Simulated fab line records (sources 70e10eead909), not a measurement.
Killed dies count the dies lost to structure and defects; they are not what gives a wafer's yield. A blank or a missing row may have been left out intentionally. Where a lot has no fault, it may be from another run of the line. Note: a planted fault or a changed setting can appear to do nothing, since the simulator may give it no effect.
Which tool is to blame? ; flow nand harc ; Sampling: 14 lots, 42 wafers, 2 of 1302 route steps

## WHAT THE GAUGES READ, wafer by wafer
NHARC_A_M1_INSPECT_27.
lot;measured;on;raw defect count
L820;day 23 01:17;defect inspect-01;566 520 599
L821;day 23 01:58;defect inspect-01;565 449 476
L826;day 24 14:01;defect inspect-02;701 474 630
L827;day 25 16:40;defect inspect-02;529 636 509
L825;day 25 17:41;defect inspect-01;930 863 829
L833;day 28 02:53;defect inspect-02;397 408 352
L832;day 28 10:08;defect inspect-02;542 517 712
L835;day 29 03:40;defect inspect-01;493 361 318
L834;day 29 04:08;defect inspect-02;571 469 508
L836;day 29 21:50;defect inspect-02;722 663 570
L838;day 30 04:47;defect inspect-02;328 412 462
L839;day 30 09:30;defect inspect-01;597 524 467
L840;day 31 10:44;defect inspect-02;465 524 559
L842;day 32 01:52;defect inspect-02;610 477 595

## TOOL THAT RAN EACH LOT (tool first, then ch and the chambers of the sampled wafers, then the start)
lot;NHARC_A_M1_DEGAS_29
L820;pvd sputter-01, day 22 23:38
L821;pvd sputter-03, day 23 00:22
L826;pvd sputter-02, day 24 12:28
L827;pvd sputter-03, day 25 15:07
L825;pvd sputter-02, day 25 16:08
L833;pvd sputter-01, day 28 01:20
L832;pvd sputter-03, day 28 08:34
L835;pvd sputter-03, day 29 02:08
L834;pvd sputter-01, day 29 02:23
L836;pvd sputter-03, day 29 19:58
L838;pvd sputter-03, day 30 03:14
L839;pvd sputter-02, day 30 07:57
L840;pvd sputter-02, day 31 09:11
L842;pvd sputter-01, day 32 00:19
- NHARC_A_M1_DEGAS_29: time 60 s.

## AS READ BY THE TOOLS THEMSELVES (means over the sampled wafers that have a number; for cases with no such wafer, the mark the record gives instead)
NHARC_A_M1_DEGAS_29.
lot;tool;heater power w (W)
L820;pvd sputter-01;340
L821;pvd sputter-03;325
L826;pvd sputter-02;325
L827;pvd sputter-03;330
L825;pvd sputter-02;339
L833;pvd sputter-01;352
L832;pvd sputter-03;327
L835;pvd sputter-03;328
L834;pvd sputter-01;352
L836;pvd sputter-03;306
L838;pvd sputter-03;329
L839;pvd sputter-02;329
L840;pvd sputter-02;333
L842;pvd sputter-01;373

## THE ANSWER, worked out from the rows above alone
Rule: usual is defined by the lots themselves. Put in order of their means at a reading, lots are off if they are a third of the lots or fewer, leave a main group of 4 or more, and stand apart from it by a gap of 3 or more times the standard deviation of the main group's means; of several such gaps the widest counts. Not used: any main group whose means are identical at the precision the tables above print for the reading. A lot without any number at a reading at which 4 lots or more have one is off too. Where the step has rows for the other lots, those lots are counted as sound. After the gauges, taken in route order, come the tools' own readings; for these a lot's mean is taken, as printed above. The first step at which some lot is off is used, and at that step the reading that is off furthest; a lot without a number counts as furthest.
None of the lots is off at any reading shown; this tells nothing.

## WHAT WAS PUT IN BY THE SIMULATOR
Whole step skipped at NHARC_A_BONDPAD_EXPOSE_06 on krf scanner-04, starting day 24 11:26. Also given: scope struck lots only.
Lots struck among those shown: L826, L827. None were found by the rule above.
